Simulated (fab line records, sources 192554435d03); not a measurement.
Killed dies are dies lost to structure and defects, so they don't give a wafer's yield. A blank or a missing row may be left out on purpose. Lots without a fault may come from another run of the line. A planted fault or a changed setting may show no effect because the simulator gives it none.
Chamber matching | flow n5_finfet | N5_MOL_CONTACT_COAG_ETCH_89 on rie_diel-05: 4 sister chambers
The step etches underlayer in N2/H2, target depth 13 nm, time 10.4 s. 18 wafers are shown with their chamber, then 9 later ones without.

WAFERS WITH THEIR CHAMBER
wafer  | chamber | drypump_motor_current_A (A) | showerhead_plenum_p_Torr (Torr) | throttle_valve_pct (%)
L075.1 | 3       | 5.0                         | 2.62                            | 17.71
L075.2 | 0       | 4.9                         | 2.45                            | 18.07
L075.5 | 0       | 4.9                         | 2.45                            | 18.07
L078.2 | 3       | 5.0                         | 2.61                            | 17.74
L078.3 | 2       | 5.7                         | 2.36                            | 18.35
L078.4 | 1       | 5.6                         | 2.48                            | 17.63
L082.1 | 1       | 5.6                         | 2.48                            | 17.65
L082.2 | 2       | 5.7                         | 2.36                            | 18.37
L082.3 | 0       | 4.8                         | 2.44                            | 18.08
L084.2 | 2       | 5.7                         | 2.36                            | 18.37
L084.3 | 1       | 5.6                         | 2.48                            | 17.63
L084.4 | 3       | 5.0                         | 2.61                            | 17.76
L086.1 | 0       | 4.8                         | 2.44                            | 18.09
L086.2 | 2       | 5.7                         | 2.36                            | 18.36
L086.6 | 0       | 4.9                         | 2.44                            | 18.09
L088.2 | 1       | 5.6                         | 2.47                            | 17.65
L088.5 | 3       | 5.0                         | 2.61                            | 17.79
L088.6 | 2       | 5.7                         | 2.35                            | 18.39

SIGNATURES (means of the wafers above)
reading                  | chamber 0 | chamber 1 | chamber 2 | chamber 3 | scatter within a chamber
drypump_motor_current_A  | 4.860     | 5.600     | 5.700     | 5.000     | 0.0293
showerhead_plenum_p_Torr | 2.4440    | 2.4775    | 2.3580    | 2.6125    | 0.005
throttle_valve_pct       | 18.0800   | 17.6400   | 18.3680   | 17.7500   | 0.019
Rule: a wafer's distance from a chamber is the root of the sum, over the readings, of the square of ((its reading less the chamber's mean) divided by the reading's scatter). The wafer belongs to the nearest chamber; if the next one is less than 2 further off, it can't be placed. The scatter: the root of (the sum of the squares of (reading less its chamber's mean) over the shown wafers, divided by (wafers less chambers)).

WAFERS WITHOUT THEIR CHAMBER
wafer  | drypump_motor_current_A (A) | showerhead_plenum_p_Torr (Torr) | throttle_valve_pct (%)
L089.1 | 4.9                         | 2.43                            | 18.13
L089.4 | 5.6                         | 2.47                            | 17.64
L089.6 | 4.8                         | 2.44                            | 18.12
L096.2 | 5.6                         | 2.46                            | 17.68
L096.4 | 5.7                         | 2.35                            | 18.42
L096.6 | 5.7                         | 2.35                            | 18.42
L097.3 | 5.0                         | 2.60                            | 17.79
L097.5 | 5.0                         | 2.60                            | 17.80
L097.6 | 5.7                         | 2.35                            | 18.40

WHICH CHAMBER EACH WENT THROUGH
wafer  | from the rows above | in truth
L089.1 | 0                   | 0
L089.4 | 1                   | 1
L089.6 | 0                   | 0
L096.2 | 1                   | 1
L096.4 | 2                   | 2
L096.6 | 2                   | 2
L097.3 | 3                   | 3
L097.5 | 3                   | 3
L097.6 | 2                   | 2
Placed correctly: 9 of 9. Can't be placed from these rows: 0. Placed wrongly: 0.
